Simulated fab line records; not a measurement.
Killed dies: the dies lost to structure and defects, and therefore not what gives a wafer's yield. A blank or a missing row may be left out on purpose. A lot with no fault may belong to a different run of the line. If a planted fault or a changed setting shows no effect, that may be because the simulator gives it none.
What tool caused it?	flow n5Finfet	Sampling: 9 lots, 27 wafers, 4 of 1938 route steps

== WHAT THE GAUGES SHOWED, per wafer ==
N5_WELL_APT_OVL_MEAS_09.
lot	measured	on	NWELL_OVL (nm)
L225	day 2 07:46	overlay-02	-10 -9 -18
L231	day 3 19:44	overlay-02	1 -3 -6
L236	day 5 03:07	overlay-01	-3 2 1
L240	day 6 01:44	overlay-02	-1 0 -1
L241	day 6 08:35	overlay-01	58 56 54
L242	day 6 13:46	overlay-01	53 50 42
L243	day 6 19:59	overlay-01	-6 -3 0
L244	day 7 01:50	overlay-01	53 44 46
L245	day 7 07:43	overlay-02	-9 -6 -4

== WHAT TOOL EACH LOT RAN ON (gives the tool, then ch and the chambers of the sampled wafers, and finally the start) ==
lot	N5_ZERO_LAYER_PECVD_02	N5_ZERO_LAYER_DESCUM_16	N5_WELL_APT_EXPOSE_05
L225	pecvd-04 ch 1,2, day 2 06:18	rieDiel-02 ch 0,2, day 2 06:42	krfScanner-01 ch 0, day 2 07:34
L231	pecvd-02 ch 0,1, day 3 18:18	rieDiel-03 ch 1,2, day 3 18:49	krfScanner-02 ch 0, day 3 19:32
L236	pecvd-02 ch 0,1, day 5 00:17	rieDiel-06 ch 0,2,3, day 5 02:05	krfScanner-02 ch 0, day 5 02:55
L240	pecvd-04 ch 0,1, day 6 00:17	rieDiel-02 ch 2,3, day 6 00:49	krfScanner-02 ch 0, day 6 01:32
L241	pecvd-04 ch 0,1, day 6 06:18	rieDiel-03 ch 1,3, day 6 07:40	krfScanner-02 ch 0, day 6 08:23
L242	pecvd-03 ch 0,1,2, day 6 12:19	rieDiel-03 ch 0,1,2, day 6 12:50	krfScanner-02 ch 0, day 6 13:34
L243	pecvd-02 ch 1,2, day 6 18:19	rieDiel-03 ch 1,3, day 6 18:55	krfScanner-01 ch 0, day 6 19:47
L244	pecvd-03 ch 1,2, day 7 00:17	rieDiel-06 ch 2,3, day 7 00:48	krfScanner-02 ch 0, day 7 01:38
L245	pecvd-04 ch 1,2, day 7 06:17	rieDiel-02 ch 0,1,2, day 7 06:41	krfScanner-01 ch 0, day 7 07:32
- N5_ZERO_LAYER_PECVD_02: deposits SiO2 from SiH4/N2O, target thk 10 nm, time 6 s.
- N5_ZERO_LAYER_DESCUM_16: chemistry O2, time 7.9 s.
- N5_WELL_APT_EXPOSE_05: exposes mask NWELL, defocus 0 nm, target cd 200 nm.

== THE ANSWER, worked out from the rows above alone ==
Rule: the usual values come from the lots themselves. The widest of any qualifying gaps counts: lots, ordered by their means at a reading, are off when they make up no more than a third of the lots, leave a main group of 4 or more, and stand apart from it by 3 or more times the standard deviation of that group's means. A main group is skipped when, at the precision printed for the reading in the tables above, its means are all equal. Also off: a lot with no number at a reading for which 4 or more lots have one. Any other lot the step has rows for is counted as sound.
Off: L241, L242, L244, seen at N5_WELL_APT_OVL_MEAS_09 (NWELL_OVL). Mean -4 nm and standard deviation 4.2 in the main group.
A tool fits if, at a process step before that reading, it ran every lot that is off, and no sound lot after the first of them. The gauges at N5_WELL_APT_OVL_MEAS_09 are tried like those tools. One candidate fits, namely krfScanner-02 at N5_WELL_APT_EXPOSE_05. Its last sound lot is L240 (day 6 01:32), its first lot that is off L241 (day 6 08:23): a fault that began between those two fits.

== WHAT WAS PUT IN BY THE SIMULATOR ==
Scanner matching overlay: krfScanner-02, from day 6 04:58 on, at N5_WELL_APT_EXPOSE_05. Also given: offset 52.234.
Struck lots among those shown: L241, L242, L244. The rule given above showed the same thing.
